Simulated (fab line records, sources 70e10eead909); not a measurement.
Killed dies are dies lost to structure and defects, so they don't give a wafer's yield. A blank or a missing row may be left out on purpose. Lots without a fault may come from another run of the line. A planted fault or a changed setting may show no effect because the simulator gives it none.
Chamber matching | flow nand_harc | NHARC_A_STAIRCASE_DESCUM_252 on rie_diel-05: 4 sister chambers
The step chemistry O2, time 3 s. 14 wafers are shown with their chamber, then 7 later ones without.

WAFERS WITH THEIR CHAMBER
wafer  | chamber | drypump_motor_current_A (A) | showerhead_plenum_p_Torr (Torr) | oes_product_au (a.u.)
L075.3 | 2       | 5.3                         | 1.94                            | 1.020
L075.4 | 0       | 6.5                         | 1.83                            | 1.006
L075.6 | 1       | 5.2                         | 1.97                            | 1.001
L077.1 | 3       | 6.6                         | 1.82                            | 0.994
L077.2 | 0       | 6.5                         | 1.83                            | 0.999
L077.3 | 2       | 5.3                         | 1.94                            | 1.017
L074.2 | 0       | 6.5                         | 1.83                            | 1.006
L074.5 | 0       | 6.5                         | 1.83                            | 1.002
L074.6 | 3       | 6.7                         | 1.82                            | 0.995
L081.3 | 0       | 6.5                         | 1.82                            | 1.009
L081.4 | 1       | 5.2                         | 1.96                            | 1.011
L081.6 | 1       | 5.2                         | 1.96                            | 0.995
L086.2 | 0       | 6.5                         | 1.82                            | 1.005
L086.3 | 3       | 6.7                         | 1.81                            | 0.995

SIGNATURES (means of the wafers above)
reading                  | chamber 0 | chamber 1 | chamber 2 | chamber 3 | scatter within a chamber
drypump_motor_current_A  | 6.500     | 5.200     | 5.300     | 6.667     | 0.0258
showerhead_plenum_p_Torr | 1.8267    | 1.9633    | 1.9400    | 1.8167    | 0.00516
oes_product_au           | 1.00450   | 1.00233   | 1.01850   | 0.99467   | 0.00444
Rule: a wafer's distance from a chamber is the root of the sum, over the readings, of the square of ((its reading less the chamber's mean) divided by the reading's scatter). The wafer belongs to the nearest chamber; if the next one is less than 2 further off, it can't be placed. The scatter: the root of (the sum of the squares of (reading less its chamber's mean) over the shown wafers, divided by (wafers less chambers)).

WAFERS WITHOUT THEIR CHAMBER
wafer  | drypump_motor_current_A (A) | showerhead_plenum_p_Torr (Torr) | oes_product_au (a.u.)
L086.5 | 5.2                         | 1.96                            | 1.002
L094.3 | 5.3                         | 1.93                            | 1.008
L094.4 | 6.5                         | 1.82                            | 1.002
L094.5 | 5.3                         | 1.93                            | 1.004
L096.1 | 6.5                         | 1.81                            | 1.002
L096.2 | 5.2                         | 1.95                            | 0.998
L096.3 | 5.3                         | 1.93                            | 1.014

WHICH CHAMBER EACH WENT THROUGH
wafer  | from the rows above | in truth
L086.5 | 1                   | 1
L094.3 | 2                   | 2
L094.4 | 0                   | 0
L094.5 | 2                   | 2
L096.1 | 0                   | 0
L096.2 | 1                   | 1
L096.3 | 2                   | 2
Placed correctly: 7 of 7. Can't be placed from these rows: 0. Placed wrongly: 0.
